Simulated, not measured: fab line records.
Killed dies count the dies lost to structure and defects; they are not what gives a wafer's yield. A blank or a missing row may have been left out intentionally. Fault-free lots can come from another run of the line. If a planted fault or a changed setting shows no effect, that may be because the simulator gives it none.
Chamber matching	flow n5-finfet	N5_HKMG_FIN_DESCUM_17 on rie-diel-04: 4 sister chambers
The step chemistry O2, time 7.9 s. 16 wafers are shown with their chamber, then 8 later ones without.

## EACH WAFER AND ITS CHAMBER
wafer	chamber	showerhead-plenum-p-Torr (Torr)	throttle-valve-pct (%)	oes-product-au (a.u.)
L076.2	0	2.08	20.56	0.74
L076.3	1	2.06	20.33	1.00
L076.5	2	2.14	20.42	0.91
L081.3	3	2.14	20.43	0.87
L081.5	2	2.14	20.41	0.88
L081.6	1	2.06	20.34	0.94
L085.1	0	2.08	20.59	0.73
L085.2	3	2.13	20.42	0.88
L085.3	1	2.05	20.34	0.93
L088.2	3	2.13	20.43	0.86
L088.3	2	2.13	20.46	0.86
L088.5	1	2.05	20.34	0.91
L090.2	3	2.13	20.43	0.87
L090.3	2	2.13	20.47	0.86
L090.4	1	2.05	20.34	0.90
L092.2	2	2.13	20.46	0.85

SIGNATURES, as means of the wafers listed above
reading	chamber 0	chamber 1	chamber 2	chamber 3	scatter within a chamber
showerhead-plenum-p-Torr	2.0800	2.0540	2.1340	2.1325	0.00512
throttle-valve-pct	20.5750	20.3380	20.4440	20.4275	0.0171
oes-product-au	0.7350	0.9360	0.8720	0.8700	0.0268
Rule: distance of a wafer from a chamber = root of the sum over the readings of ((wafer's reading minus chamber's mean) / reading's scatter) squared. The wafer belongs to the nearest chamber; if the next one is less than 2 further off, it can't be placed. The scatter: the root of (the sum of the squares of (reading less its chamber's mean) over the shown wafers, divided by (wafers less chambers)).

## WAFERS WITHOUT THEIR CHAMBER
wafer	showerhead-plenum-p-Torr (Torr)	throttle-valve-pct (%)	oes-product-au (a.u.)
L092.5	2.07	20.62	0.71
L092.6	2.13	20.47	0.85
L096.4	2.07	20.64	0.70
L096.5	2.13	20.48	0.83
L096.6	2.13	20.47	0.85
L097.1	2.13	20.49	0.84
L097.3	2.07	20.65	0.70
L097.6	2.07	20.65	0.70

## CHAMBER TAKEN BY EACH
wafer	from the rows above	in truth
L092.5	0	0
L092.6	can't be placed: 2 or 3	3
L096.4	0	0
L096.5	can't be placed: 2 or 3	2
L096.6	can't be placed: 2 or 3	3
L097.1	can't be placed: 2 or 3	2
L097.3	0	0
L097.6	0	0
Correctly placed: 4 of 8. Cannot be placed on the basis of these rows: 4; the candidates contain the true chamber in 4. Wrongly placed: 0.
